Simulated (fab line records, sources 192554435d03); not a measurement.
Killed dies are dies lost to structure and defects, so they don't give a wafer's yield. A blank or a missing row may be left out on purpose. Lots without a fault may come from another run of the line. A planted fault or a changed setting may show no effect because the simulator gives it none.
Tool commonality check | flow n5_finfet | 7 lots, 21 wafers sampled

WHY IT WAS OPENED
At N5_BEOL_M13_OCD_MEAS_35 the reading trench_depth_nm is flagged on 2 of 7 lots. Wafers without a fault read 415 nm, standard deviation 6.3.
Rule: a lot is flagged when every wafer of it that has a number lies more than 4 standard deviations from that mean, or none has a number. The other lots count as sound.

lot  | measured     | on     | trench_depth_nm (nm), wafer by wafer | flag
L574 | day 11 09:24 | ocd-02 | 415 423 413                          |
L573 | day 11 10:49 | ocd-01 | 427 420 430                          |
L576 | day 12 02:28 | ocd-01 | 470 462 469                          | FLAGGED
L579 | day 12 16:25 | ocd-02 | 463 460 461                          | FLAGGED
L582 | day 13 20:43 | ocd-02 | 401 411 399                          |
L584 | day 13 21:17 | ocd-01 | 419 422 414                          |
L585 | day 14 01:09 | ocd-01 | 421 416 417                          |
The numbers of the flagged lots are 464 nm on average: +49 nm against the usual, or +8 standard deviations.

WHICH TOOL RAN EACH LOT
The record holds 3 process steps before the reading, out of a route of 1938 steps. In each cell: the tool, then ch and the chambers that the sampled wafers went through, then the start.
lot  | flag    | N5_BEOL_M12_DEP_53              | N5_BEOL_M13_VIA_ETCH_16            | N5_BEOL_M13_TRENCH_ETCH_34
L574 |         | pecvd-04 ch 0,1, day 11 06:35   | rie_diel-03 ch 1,3, day 11 07:29   | rie_diel-05 ch 2,3, day 11 09:13
L573 |         | pecvd-01 ch 1,2, day 11 08:25   | rie_diel-03 ch 0,1,3, day 11 09:12 | rie_diel-05 ch 1,2, day 11 10:38
L576 | FLAGGED | pecvd-04 ch 0,1, day 11 23:51   | rie_diel-03 ch 1,2,3, day 12 00:43 | rie_diel-05 ch 1,2,3, day 12 02:17
L579 | FLAGGED | pecvd-02 ch 1,2, day 12 12:17   | rie_diel-06 ch 1,2,3, day 12 14:52 | rie_diel-05 ch 0,3, day 12 16:15
L582 |         | pecvd-02 ch 0,1, day 13 18:31   | rie_diel-03 ch 0,1, day 13 19:17   | rie_diel-06 ch 0,1, day 13 20:33
L584 |         | pecvd-02 ch 0,1,2, day 13 18:49 | rie_diel-05 ch 0,1,3, day 13 19:40 | rie_diel-06 ch 2,3, day 13 21:06
L585 |         | pecvd-01 ch 0,1, day 13 22:47   | rie_diel-06 ch 0,3, day 13 23:32   | rie_diel-03 ch 1,2, day 14 00:58
What these steps do:
- N5_BEOL_M12_DEP_53: deposits SiCN from 3MS/NH3, target thk 30 nm, time 10.5 s.
- N5_BEOL_M13_VIA_ETCH_16: etches SiOC in C4F8/O2/Ar, target depth 921.7 nm.
- N5_BEOL_M13_TRENCH_ETCH_34: etches SiOC in C4F8/O2/Ar, target depth 413.47 nm, time 162.6 s.
- N5_BEOL_M13_OCD_MEAS_35

FLAGGED OVER TOTAL, TOOL BY TOOL (the gauges that took the reading come last)
step                       | tool        | lots run | flagged | share of the flagged lots | sound lots run after its first flagged lot
N5_BEOL_M12_DEP_53         | pecvd-01    | 2        | 0       | none                      | -
N5_BEOL_M12_DEP_53         | pecvd-02    | 3        | 1       | some                      | 2 (L582,L584)
N5_BEOL_M12_DEP_53         | pecvd-04    | 2        | 1       | some                      | 0
N5_BEOL_M13_VIA_ETCH_16    | rie_diel-03 | 4        | 1       | some                      | 1 (L582)
N5_BEOL_M13_VIA_ETCH_16    | rie_diel-05 | 1        | 0       | none                      | -
N5_BEOL_M13_VIA_ETCH_16    | rie_diel-06 | 2        | 1       | some                      | 1 (L585)
N5_BEOL_M13_TRENCH_ETCH_34 | rie_diel-03 | 1        | 0       | none                      | -
N5_BEOL_M13_TRENCH_ETCH_34 | rie_diel-05 | 4        | 2       | all                       | 0
N5_BEOL_M13_TRENCH_ETCH_34 | rie_diel-06 | 2        | 0       | none                      | -
N5_BEOL_M13_OCD_MEAS_35    | ocd-01      | 4        | 1       | some                      | 2 (L584,L585)
N5_BEOL_M13_OCD_MEAS_35    | ocd-02      | 3        | 1       | some                      | 1 (L582)

WHAT THE TABLE ALLOWS
1 row of the table ran every flagged lot: rie_diel-05 at N5_BEOL_M13_TRENCH_ETCH_34.
- rie_diel-05 at N5_BEOL_M13_TRENCH_ETCH_34: 2 of its 4 lots flagged. Its last sound lot is L573 (day 11 10:38), its first flagged lot L576 (day 12 02:17): a fault that began between those two fits.
One tool is left: rie_diel-05 at N5_BEOL_M13_TRENCH_ETCH_34.

WHAT THE SIMULATOR HAD PUT IN
Process parameter drift: rie_diel-05, from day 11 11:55 on, at N5_BEOL_M13_TRENCH_ETCH_34. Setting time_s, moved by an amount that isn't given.
Lots struck among those shown: L576, L579. The rule above found the same.
